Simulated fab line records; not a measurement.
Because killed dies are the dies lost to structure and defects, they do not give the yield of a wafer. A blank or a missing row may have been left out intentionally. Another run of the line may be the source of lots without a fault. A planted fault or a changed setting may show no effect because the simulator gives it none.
fab line records	flow n5Finfet
record lots=7	wafers=21	lastDay=22
route steps=1938 shown HKMG_FIN@455 GATE_CUT@465 BEOL_M4@1111 PASSIVATION@1936
lots that met no fault: from a run of the same line without faults
startH: hours from the record's first day to the start of the lot's first wafer shown	waitH: hours since the lot's step before	" same as the row above	L1.1+2: a row that stands for several wafers	- no value, or no start was given	* or withheld: withheld	< > ~ a bound
route shown NAME@n: a module of which the file shows steps, and the number in the route of the first	usual: average and standard deviation across the fault-free wafers	same: alike in all rows	chamber/n: place in a boat	sites: each site's reading	_std_site: standard deviation across them	_edge_site: inner sites' mean taken away from outer sites' mean	radiusMm: how far each site lies from the wafer's centre	mask NAME#n: copy n	behind: the tool/chamber that last shaped the wafer	hold: the reason the lot was held/the length of the hold in hours/how it ended	device: whichever transistor did not switch (one of n, p or np)	end of line: at the end of the route, the tests of the same wafers	a step without rows: its recipe alone	killed: not the wafer's yield, but the dies lost to structure and defects at the first sort	map: a wafer's dies, x killed, . not, _ none there
set.NAME: the run value of the setting; set.NAME@STEP: its run value at that earlier step	model.NAME: the simulator's own value behind a step, which no gauge read
lots at selected steps of the route; one table per step, one row per wafer
services: a tool's chamber out of use, with start hour (startH, from the record's first day; less than 0 if before it), hours out, and reason
## steps
# step N5_HKMG_FIN_STRIP_69
# recipe chemistry=N2/H2	powerW=2500	tempC=300	h2Frac=0.65	timeS=360	pressureMtorr=withheld	n2FlowSccm=1750	h2FlowSccm=3250
# usual drypumpMotorCurrentA=5.9/0.58	heaterPowerW=430/22
lot.wafer	tool	chamber	startH	waitH	drypumpMotorCurrentA	heaterPowerW	rfHoursCounterH
L257.2	plasmaAsher-02	1	79.39	0.1	5.1	456	42
L257.4	"	0	"	"	6.6	446	-
L257.6	"	0	"	"	6.6	445	-
L262.2	plasmaAsher-01	1	108.71	0.1	6.0	415	89
L262.5	"	1	"	"	6.0	419	-
L262.6	"	0	"	"	6.0	402	-
L270.1	plasmaAsher-01	0	157.85	0.1	6.0	401	98
L270.3	"	0	"	"	6.1	407	-
L270.5	"	1	"	"	6.0	409	-
L271.1	plasmaAsher-02	0	162.11	0.2	6.6	448	59
L271.3	"	1	"	"	5.1	456	-
L271.4	"	0	"	"	6.6	456	-
L272.4	plasmaAsher-01	1	168.67	0.2	6.0	415	-
L272.5	"	1	"	"	6.0	415	-
L272.6	"	0	"	"	6.0	401	-
L276.2	plasmaAsher-02	1	190.61	0.1	5.1	444	64
L276.3	"	0	"	"	6.6	451	-
L276.6	"	1	"	"	5.1	449	-
L280.1	plasmaAsher-02	1	221.43	0.1	5.1	445	70
L280.2	"	0	"	"	6.6	437	70
L280.6	"	1	"	"	5.1	445	-
# step N5_HKMG_FIN_ALD_21
# recipe material=TiN	targetThkA=15	tempC=400	aldPrecursorFamily=TiCl4	aldCoReactant=NH3	pulseTimeS=1	purgeTimeS=3	coReactantPurgeTimeS=2	coReactantPulseTimeS=2	aldCycles=68	pressureTorr=3
# usual chamberPressureTorr=2.999/0.0072	heaterPowerOuterW=553/66	heaterPowerW=890/100	precursorPulseHeightRel=1.002/0.019
# same pulseTimeS=1	purgeTimeS=3
lot.wafer	tool	chamber	startH	waitH	chamberPressureTorr	heaterPowerOuterW	heaterPowerW	precursorPulseHeightRel
L257.2	aldMetal-02	2	79.77	0.3	2.993	560	975	0.970
L257.4	"	3	"	"	3.003	587	977	1.013
L257.6	"	0	"	"	3.006	459	728	1.004
L262.2	aldMetal-02	2	109.19	0.4	3.002	557	987	1.000
L262.5	"	0	"	"	3.005	459	711	1.026
L262.6	"	1	"	"	3.000	655	1011	1.016
L270.1	aldMetal-02	0	158.24	0.3	2.996	463	709	1.020
L270.3	"	2	"	"	3.006	561	1002	0.994
L270.5	"	1	"	"	2.997	632	1003	0.970
L271.1	aldMetal-02	2	162.50	0.3	2.993	552	999	1.017
L271.3	"	0	"	"	3.000	463	729	1.010
L271.4	"	3	"	"	3.003	578	959	0.997
L272.4	aldMetal-04	1	168.93	0.1	3.005	561	947	0.971
L272.5	"	0	"	"	2.997	546	868	0.996
L272.6	"	1	"	"	2.997	569	969	0.984
L276.2	aldMetal-02	2	191.00	0.3	2.998	558	981	1.019
L276.3	"	3	"	"	2.997	585	965	0.987
L276.6	"	1	"	"	2.999	639	996	0.962
L280.1	aldMetal-02	2	221.81	0.3	2.995	560	1015	1.018
L280.2	"	0	"	"	2.999	451	752	0.996
L280.6	"	1	"	"	3.000	650	1010	1.009
# step N5_HKMG_FIN_ALD_72
# recipe material=W	targetThkA=20	tempC=300	pressureTorr=7.5	aldPrecursorFamily=WF6	aldCoReactant=B2H6	pulseTimeS=1	purgeTimeS=2	coReactantPurgeTimeS=2	coReactantPulseTimeS=3	aldCycles=7
# step N5_HKMG_FIN_W_FILL_22
# recipe material=W	targetThkA=600	tempC=400	pressureTorr=39.4	timeS=18.2
# usual chamberPressureTorr=39.40/0.1	heaterPowerOuterW=518/80	heaterPowerW=826/110	throttleValvePct=18.8/0.78
lot.wafer	tool	chamber	startH	waitH	chamberPressureTorr	heaterPowerOuterW	heaterPowerW	throttleValvePct
L257.2	cvdW-01	0	80.20	0.0	39.50	481	776	18.4
L257.4	"	0	"	"	39.62	478	777	18.3
L257.6	"	0	"	"	39.39	491	796	18.3
L262.2	cvdW-01	1	109.61	0.0	39.42	414	729	18.9
L262.5	"	0	"	"	39.47	477	787	18.5
L262.6	"	1	"	"	39.38	400	713	19.0
L270.1	cvdW-01	0	158.66	0.0	39.43	488	789	18.6
L270.3	"	1	"	"	39.39	415	761	19.1
L270.5	"	0	"	"	39.57	473	792	18.5
L271.1	cvdW-02	1	162.93	0.0	39.30	496	760	19.7
L271.3	"	1	"	"	39.15	511	748	19.8
L271.4	"	0	"	"	39.62	627	986	17.9
L272.4	cvdW-02	0	169.37	0.0	39.31	633	1022	18.0
L272.5	"	1	"	"	39.53	508	764	19.7
L272.6	"	0	"	"	39.42	625	968	18.1
L276.2	cvdW-02	0	191.42	0.0	39.32	635	989	18.2
L276.3	"	1	"	"	39.39	507	745	19.8
L276.6	"	0	"	"	39.18	629	1003	17.9
L280.1	cvdW-01	1	222.24	0.0	39.25	408	739	19.0
L280.2	"	0	"	"	39.29	492	785	18.6
L280.6	"	1	"	"	39.41	414	733	19.3
# step N5_HKMG_FIN_PRECLEAN_83
# recipe chemistry=DIW	timeS=57.5	tempC=23
# step N5_HKMG_FIN_SRD_84
# recipe dryTimeS=32	dry=n2Spin	spinRpm=1500
# step N5_HKMG_FIN_CMP_23
# recipe stopOn=SiNx	tOverpolishS=10	postCmpClean=rinseOnly	downForcePsi=4	platenRpm=50.289	padVelocityMS=1.0006	targetThkNm=46.326
# usual edgeZonePressureFrac=0.999/0.005	headPressurePsi=4.000/0.0076	motorCurrentA=12.3/1.5	overpolishRunS=10.001/0.0099	slurryFilterDpKPa=13.50/0.15	timeToEndpointS=11.7/2.2
lot.wafer	tool	chamber	startH	waitH	edgeZonePressureFrac	headPressurePsi	motorCurrentA	overpolishRunS	slurryFilterDpKPa	timeToEndpointS
L257.2	cmp-02	1	80.40	0.1	0.996	3.999	12.4	10.001	13.25	13.0
L257.4	"	3	"	"	1.005	3.997	10.1	10.000	13.49	11.9
L257.6	"	1	"	"	0.996	3.998	12.5	10.012	13.55	15.3
L262.2	cmp-02	0	109.80	0.1	1.004	4.002	12.3	10.010	13.43	9.0
L262.5	"	3	"	"	0.997	4.000	9.7	10.022	13.35	9.4
L262.6	"	0	"	"	1.004	4.001	11.6	10.017	13.32	10.5
L270.1	cmp-02	0	158.85	0.1	0.998	4.004	12.4	9.995	13.47	13.9
L270.3	"	1	"	"	1.002	3.996	12.2	9.993	13.42	17.4
L270.5	"	3	"	"	1.005	4.007	10.0	9.993	13.64	12.8
L271.3	cmp-04	0	163.04	0.0	0.997	4.001	11.6	10.015	13.50	11.0
L271.4	"	1	"	"	0.985	3.991	13.6	9.999	13.40	11.1
L271.1	"	3	"	"	1.000	3.994	13.3	9.992	13.40	10.1
L272.4	cmp-01	3	169.71	0.3	1.005	3.994	14.2	9.998	13.72	12.8
L272.6	"	0	"	"	1.002	3.998	13.3	9.993	13.68	13.6
L272.5	"	1	"	"	1.001	4.020	9.3	10.016	13.53	11.7
L276.2	cmp-01	3	191.56	0.0	0.998	4.013	14.1	9.994	13.59	13.0
L276.3	"	2	"	"	0.999	4.003	13.6	10.001	13.47	11.0
L276.6	"	3	"	"	0.999	4.005	13.8	9.995	13.71	11.9
L280.2	cmp-02	2	222.34	0.0	0.998	3.997	14.0	9.990	13.59	14.1
L280.1	"	3	"	"	0.999	4.011	9.5	10.000	13.70	10.8
L280.6	"	2	"	"	1.003	4.008	13.2	9.999	13.30	13.8
# step N5_HKMG_FIN_CMP_94
# recipe stopOn=SiNx	postCmpClean=wDiluteNh4oh	tOverpolishS=4.7	downForcePsi=4	platenRpm=50.289	padVelocityMS=1.0006	targetThkNm=43.299
# step N5_HKMG_FIN_INSPECT_28
# recipe inspectInstrument=darkfield	mode=postCmp
# usual rawDefectCount=34/15
lot.wafer	tool	chamber	startH	waitH	rawDefectCount
L257.2	defectInspect-02	-	81.11	0.0	58
L257.4	"	-	"	"	49
L257.6	"	-	"	"	58
L262.2	defectInspect-02	-	110.43	0.0	32
L262.5	"	-	"	"	28
L262.6	"	-	"	"	39
L270.1	defectInspect-01	-	159.48	0.0	28
L270.3	"	-	"	"	43
L270.5	"	-	"	"	63
L271.1	defectInspect-01	-	163.75	0.0	24
L271.3	"	-	"	"	25
L271.4	"	-	"	"	27
L272.4	defectInspect-01	-	170.18	0.0	50
L272.5	"	-	"	"	38
L272.6	"	-	"	"	42
L276.2	defectInspect-01	-	192.27	0.0	47
L276.3	"	-	"	"	30
L276.6	"	-	"	"	20
L280.1	defectInspect-01	-	223.06	0.0	40
L280.2	"	-	"	"	52
L280.6	"	-	"	"	37
# step N5_GATE_CUT_ETCHBACK_00
# recipe chemistry=SF6/Cl2	target=W	pressureMtorr=8	icpW=900	biasW=80	SF6_flow_sccm=40	Cl2_flow_sccm=60
# step N5_GATE_CUT_ETCH_56
# recipe chemistry=Cl2/Ar	target=TiN	targetDepthA=216	pressureMtorr=10	icpW=600	biasW=60	Cl2_flow_sccm=40	Ar_flow_sccm=60
# usual drypumpMotorCurrentA=5.7/0.34	oesProductAu=0.72/0.071	throttleValvePct=20.87/0.093
lot.wafer	tool	chamber	startH	waitH	drypumpMotorCurrentA	oesProductAu	rfHoursCounterH	throttleValvePct
L257.2	rieMetal-02	0	81.26	0.1	6.2	0.82	32	20.84
L257.4	"	1	"	"	5.7	0.64	-	20.97
L257.6	"	0	"	"	6.2	0.81	-	20.85
L262.2	rieMetal-03	0	110.58	0.1	5.3	0.69	74	20.75
L262.5	"	1	"	"	5.5	0.83	-	20.87
L262.6	"	0	"	"	5.3	0.69	-	20.75
L270.1	rieMetal-02	0	159.64	0.1	6.3	0.80	37	20.84
L270.3	"	0	"	"	6.2	0.80	-	20.84
L270.5	"	1	"	"	5.7	0.63	-	20.98
L271.1	rieMetal-03	0	163.90	0.1	5.3	0.68	81	20.77
L271.3	"	1	"	"	5.4	0.82	-	20.89
L271.4	"	0	"	"	5.3	0.67	-	20.77
L272.4	rieMetal-01	1	170.37	0.1	5.9	0.68	-	21.00
L272.5	"	1	"	"	5.9	0.67	-	21.02
L272.6	"	0	"	"	5.6	0.67	-	20.76
L276.2	rieMetal-03	0	192.42	0.1	5.3	0.67	83	20.78
L276.3	"	0	"	"	5.3	0.68	-	20.78
L276.6	"	0	"	"	5.3	0.68	-	20.77
L280.1	rieMetal-02	0	223.33	0.2	6.2	0.76	44	20.88
L280.2	"	0	"	"	6.2	0.77	-	20.88
L280.6	"	0	"	"	6.2	0.77	-	20.89
# step N5_GATE_CUT_ETCHBACK_30
# recipe chemistry=Cl2/Ar	target=TiN	targetDepthA=30	mode=isotropic	pressureMtorr=10	icpW=600	biasW=60	Cl2_flow_sccm=40	Ar_flow_sccm=60
# usual biasW=60.00/0.17	chamberPressureMTorr=10.000/0.0095	drypumpMotorCurrentA=5.7/0.34	oesProductAu=0.72/0.072	throttleValvePct=20.87/0.094
lot.wafer	tool	chamber	startH	waitH	biasW	chamberPressureMTorr	drypumpMotorCurrentA	oesProductAu	rfHoursCounterH	throttleValvePct
L257.2	rieMetal-02	0	81.35	0.1	59.82	9.994	6.3	0.81	32	20.84
L257.4	"	1	"	"	59.76	10.001	5.6	0.64	-	20.98
L257.6	"	0	"	"	60.10	9.997	6.3	0.81	-	20.85
L262.2	rieMetal-03	0	110.67	0.1	59.96	10.009	5.3	0.69	74	20.74
L262.5	"	1	"	"	59.92	10.002	5.4	0.84	-	20.87
L262.6	"	0	"	"	60.05	10.017	5.4	0.69	-	20.74
L270.1	rieMetal-02	0	159.73	0.1	-	-	-	-	-	-
L270.3	"	0	"	"	-	-	-	-	-	-
L270.5	"	1	"	"	-	-	-	-	-	-
L271.1	rieMetal-03	0	163.99	0.1	-	-	-	-	-	-
L271.3	"	1	"	"	-	-	-	-	-	-
L271.4	"	0	"	"	-	-	-	-	-	-
L272.4	rieMetal-01	1	170.44	0.0	-	-	-	-	-	-
L272.5	"	1	"	"	-	-	-	-	-	-
L272.6	"	0	"	"	-	-	-	-	-	-
L276.2	rieMetal-03	0	192.51	0.1	59.96	10.006	5.3	0.67	83	20.77
L276.3	"	0	"	"	59.90	9.998	5.3	0.68	-	20.77
L276.6	"	0	"	"	59.89	10.009	5.3	0.67	-	20.78
L280.1	rieMetal-02	0	223.51	0.1	59.94	10.006	6.2	0.77	44	20.88
L280.2	"	0	"	"	60.19	9.985	6.2	0.77	-	20.87
L280.6	"	0	"	"	59.89	10.000	6.2	0.77	-	20.87
# step N5_GATE_CUT_VAPOR_ETCH_60
# recipe chemistry=BCl3/Cl2	target=HfO2	mode=isotropic
# step N5_BEOL_M4_RC_MEAS_101
# usual DIBL_N=36.3/1.1	DIBL_P=36.3/1.4	IOFF_N=0.155/0.019	IOFF_P=0.211/0.027	ION_N=672/8.5	ION_P=462/5.8	SS_N=71.5/0.56	SS_P=73.3/0.52	VT_N=249.9/2.5	VT_P=-249.8/2.8
lot.wafer	tool	chamber	startH	waitH	DIBL_N[mV/V]	DIBL_P[mV/V]	IOFF_N[nA/um]	IOFF_P[nA/um]	ION_N[uA/um]	ION_P[uA/um]	SS_N[mV/dec]	SS_P[mV/dec]	VT_N[mV]	VT_P[mV]
L257.2	prober-01	0	196.27	0.2	37.9	37.2	0.171	0.243	674	465	71.8	74.0	249.2	-248.8
L257.4	"	0	"	"	34.5	32.6	0.110	0.165	647	452	70.7	73.0	254.2	-257.5
L257.6	"	0	"	"	36.9	36.4	0.151	0.224	669	467	71.8	74.6	249.0	-248.6
L262.2	prober-01	0	250.38	0.2	35.4	35.8	0.146	0.193	664	460	70.9	73.0	250.3	-250.5
L262.5	"	0	"	"	34.8	33.5	0.128	0.167	668	461	70.8	72.9	253.6	-251.9
L262.6	"	0	"	"	35.6	35.7	0.151	0.195	675	471	71.6	74.0	247.8	-252.7
L270.1	prober-01	0	346.49	0.0	37.2	38.0	0.160	0.261	667	461	72.4	74.0	251.0	-245.5
L270.3	"	0	"	"	37.6	37.7	0.167	0.255	670	464	72.8	73.9	249.2	-244.0
L270.5	"	0	"	"	37.1	35.7	0.153	0.217	664	457	73.1	73.4	250.6	-251.0
L271.1	prober-02	0	354.88	0.0	35.3	34.7	0.149	0.230	675	468	71.3	72.3	248.8	-244.9
L271.3	"	0	"	"	34.4	33.6	0.127	0.205	668	465	71.0	73.2	250.5	-245.8
L271.4	"	0	"	"	37.8	37.0	0.181	0.268	672	468	72.1	74.3	245.3	-246.3
L280.1	prober-02	0	364.38	0.0	35.9	34.7	0.147	0.209	663	460	72.1	73.2	251.5	-247.4
L280.2	"	0	"	"	38.3	37.1	0.191	0.245	680	464	72.3	73.6	247.8	-247.4
L280.6	"	0	"	"	36.6	35.4	0.158	0.219	677	466	72.4	73.8	249.6	-251.6
L276.2	prober-02	0	391.49	0.2	35.5	36.1	0.146	0.202	671	463	71.5	72.4	251.1	-248.8
L276.3	"	0	"	"	36.0	36.0	0.147	0.205	675	466	70.9	72.3	251.9	-248.4
L276.6	"	0	"	"	34.5	34.1	0.123	0.172	663	464	70.9	72.8	253.5	-252.7
L272.4	prober-01	0	391.78	0.5	35.9	36.0	0.159	0.206	676	458	71.5	72.8	250.5	-248.7
L272.5	"	0	"	"	36.1	36.5	0.168	0.222	681	466	71.4	73.5	247.5	-247.2
L272.6	"	0	"	"	35.2	35.5	0.148	0.201	674	467	70.6	73.2	250.6	-250.8
# step N5_PASSIVATION_PROBE_49
# usual defectLimitedYield=91.4/1.2	killed_at_M0_to_M3=34/10	killed_at_M4_up=14/5.1	killedAtContacts=12/6.4	killedAtFrontEnd=38/9.3	killedAtOther=4/3	killedDies=102/15	killedOpen=67/12	killedShort=33/6.9	sort_bin_5_function=5.0/0.86	sort_bin_6_memory=3.2/0.58	sort_bin_8_speed=0.00/0.0099	sortNPass=1078/15	sortYieldPct=91.4/1.2
# same grossDies=1180	killedAtBackSide=0	sort_bin_4_leakage[%]=0
lot.wafer	tool	chamber	startH	waitH	defectLimitedYield[%]	killed_at_M0_to_M3	killed_at_M4_up	killedAtContacts	killedAtFrontEnd	killedAtOther	killedDies	killedOpen	killedShort	sort_bin_5_function[%]	sort_bin_6_memory[%]	sort_bin_8_speed[%]	sortNPass	sortYieldPct[%]
L262.2	prober-02	-	349.10	0.1	92.1	50	14	3	23	3	93	60	31	4.1	3.5	0	1087	92.1
L262.5	prober-02	-	349.25	0.2	93.9	26	7	5	31	3	72	44	21	3.2	2.6	0	1108	93.9
L262.6	prober-02	-	349.30	0.3	89.6	42	16	17	44	4	123	80	39	6.9	3.1	0	1057	89.6
L271.3	prober-02	-	468.73	0.3	93.0	24	13	10	36	0	83	53	29	4.2	2.7	0	1097	93.0
L280.1	prober-02	-	484.14	0.0	90.2	46	14	4	50	2	116	77	39	5.8	4.0	0	1064	90.2
L280.2	prober-02	-	484.19	0.1	91.4	44	15	7	36	0	102	71	25	4.7	3.4	0	1078	91.4
L280.6	prober-02	-	484.39	0.3	91.5	38	11	14	35	2	100	65	33	4.8	3.1	0	1080	91.5
L276.2	prober-01	-	522.31	0.1	92.9	30	17	8	27	2	84	55	25	3.8	3.1	0	1096	92.9
L276.3	prober-01	-	522.36	0.1	93.1	37	15	12	17	1	82	52	27	4.6	2.4	0	1098	93.1
L276.6	prober-01	-	522.51	0.3	92.0	40	22	15	17	0	94	54	38	4.7	2.7	0	1086	92.0
# killed by level:class
L262.2 BEOL_M0_SAQP:geometricParticle:short=16 BEOL_M0_SAQP:geometricParticle:open=13 BEOL_M2:geometricParticle:open=7 BEOL_M4:geometricParticle:open=6 STI_FIN_REVEAL:geometricParticle:open=5 DUMMY_GATE:geometricParticle:open=5 BEOL_M3:geometricParticle:open=5 FIN_SAQP:geometricParticle:open=3
L262.5 FIN_SAQP:geometricParticle:short=6 STI_FIN_REVEAL:geometricParticle:open=6 BEOL_M1:geometricParticle:open=6 BEOL_M0_SAQP:geometricParticle:open=5 STARTING-WAFER:geometricParticle:open=5 MOL_CONTACT_COAG:geometricParticle:open=4 DUMMY_GATE:geometricParticle:open=3 BEOL_M0_SAQP:geometricParticle:short=3
L262.6 MOL_CONTACT_COAG:geometricParticle:open=13 BEOL_M4:geometricParticle:open=11 BEOL_M2:geometricParticle:open=10 BEOL_M0_SAQP:geometricParticle:short=9 FIN_SAQP:geometricParticle:open=8 BEOL_M3:geometricParticle:open=7 DUMMY_GATE:geometricParticle:open=7 FIN_SAQP:geometricParticle:short=6
L271.3 MOL_CONTACT_COAG:geometricParticle:open=8 FIN_SAQP:geometricParticle:open=7 STI_FIN_REVEAL:geometricParticle:open=7 FIN_SAQP:geometricParticle:short=5 BEOL_M2:geometricParticle:open=5 GATE_CUT:geometricParticle:short=4 BEOL_M3:geometricParticle:open=4 BEOL_M4:geometricParticle:open=4
L280.1 STI_FIN_REVEAL:geometricParticle:open=14 BEOL_M2:geometricParticle:open=12 BEOL_M4:geometricParticle:open=7 BEOL_M1:geometricParticle:open=6 BEOL_M3:geometricParticle:open=6 FIN_SAQP:geometricParticle:open=5 FIN_SAQP:geometricParticle:short=5 DUMMY_GATE:geometricParticle:open=5
L280.2 BEOL_M0_SAQP:geometricParticle:short=15 BEOL_M0_SAQP:geometricParticle:open=13 BEOL_M4:geometricParticle:open=9 BEOL_M1:geometricParticle:open=9 STI_FIN_REVEAL:geometricParticle:open=7 MOL_CONTACT_COAG:geometricParticle:open=7 FIN_SAQP:geometricParticle:open=6 DUMMY_GATE:geometricParticle:open=5
L280.6 STI_FIN_REVEAL:geometricParticle:open=10 MOL_CONTACT_COAG:geometricParticle:open=8 BEOL_M1:geometricParticle:open=8 BEOL_M1:geometricParticle:short=7 MOL_CONTACT_COAG:geometricParticle:short=6 DUMMY_GATE:geometricParticle:open=5 BEOL_M2:geometricParticle:open=5 BEOL_M3:geometricParticle:open=5
L276.2 MOL_CONTACT_COAG:geometricParticle:open=7 BEOL_M0_SAQP:geometricParticle:short=7 BEOL_M0_SAQP:geometricParticle:open=7 GATE_CUT:geometricParticle:short=6 BEOL_M4:geometricParticle:open=6 STI_FIN_REVEAL:geometricParticle:open=5 FIN_SAQP:geometricParticle:open=4 GATE_CUT:geometricParticle:open=4
L276.3 BEOL_M2:geometricParticle:open=11 MOL_CONTACT_COAG:geometricParticle:open=9 BEOL_M0_SAQP:geometricParticle:short=9 BEOL_M4:geometricParticle:open=6 BEOL_M0_SAQP:geometricParticle:open=5 FIN_SAQP:geometricParticle:open=4 FIN_SAQP:geometricParticle:short=3 STI_FIN_REVEAL:geometricParticle:open=3
L276.6 MOL_CONTACT_COAG:geometricParticle:open=9 BEOL_M2:geometricParticle:open=9 BEOL_M4:geometricParticle:open=7 BEOL_M0_SAQP:geometricParticle:short=7 MOL_CONTACT_COAG:geometricParticle:short=6 BEOL_M0_SAQP:geometricParticle:open=6 STI_FIN_REVEAL:geometricParticle:short=5 STI_FIN_REVEAL:geometricParticle:open=4
## services
tool	chamber	startH	hours	kind
plasmaAsher-01	-	58.58	1.2	repair
cmp-04	-	66.87	3.8	pm
cmp-01	-	69.52	5.3	pm
cmp-01	-	74.85	1.1	repair
cmp-01	-	84.98	1.5	repair
cmp-01	-	87.00	1.8	repair
rieMetal-01	-	91.69	2.8	pm
aldMetal-02	3	103.42	3.8	repair
rieMetal-03	-	104.76	1.4	pm
cmp-01	-	115.21	8.2	repair
cmp-04	-	116.21	6.9	pm
cvdW-02	-	118.11	6.0	pm
cmp-01	-	130.49	4.0	pm
rieMetal-03	1	145.96	11.0	repair
plasmaAsher-01	-	159.51	2.8	pm
cmp-02	-	163.22	4.0	repair
aldMetal-02	-	169.02	2.6	repair
rieMetal-02	-	181.79	0.6	repair
aldMetal-04	-	182.57	0.7	repair
cmp-02	-	183.58	18.2	repair
plasmaAsher-01	-	188.82	1.2	repair
plasmaAsher-02	-	192.19	0.8	repair
cmp-02	-	215.05	3.4	repair
rieMetal-02	0	219.53	1.3	repair
## key
firstSign step=N5_GATE_CUT_ETCHBACK_30	reading=toolRecord	direction=missing
effect none on later readings
metAt N5_GATE_CUT_ETCHBACK_30
struckWafers L270.1,L270.3,L270.5,L271.1,L271.3,L271.4,L272.4,L272.5,L272.6
onsetBetween 110.67 159.73
fault kind=skippedStepWhole	tool=rieMetal-01,rieMetal-02,rieMetal-03	chamber=-	onsetH=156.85	steps=N5_GATE_CUT_ETCHBACK_30	scope=struckLotsOnly
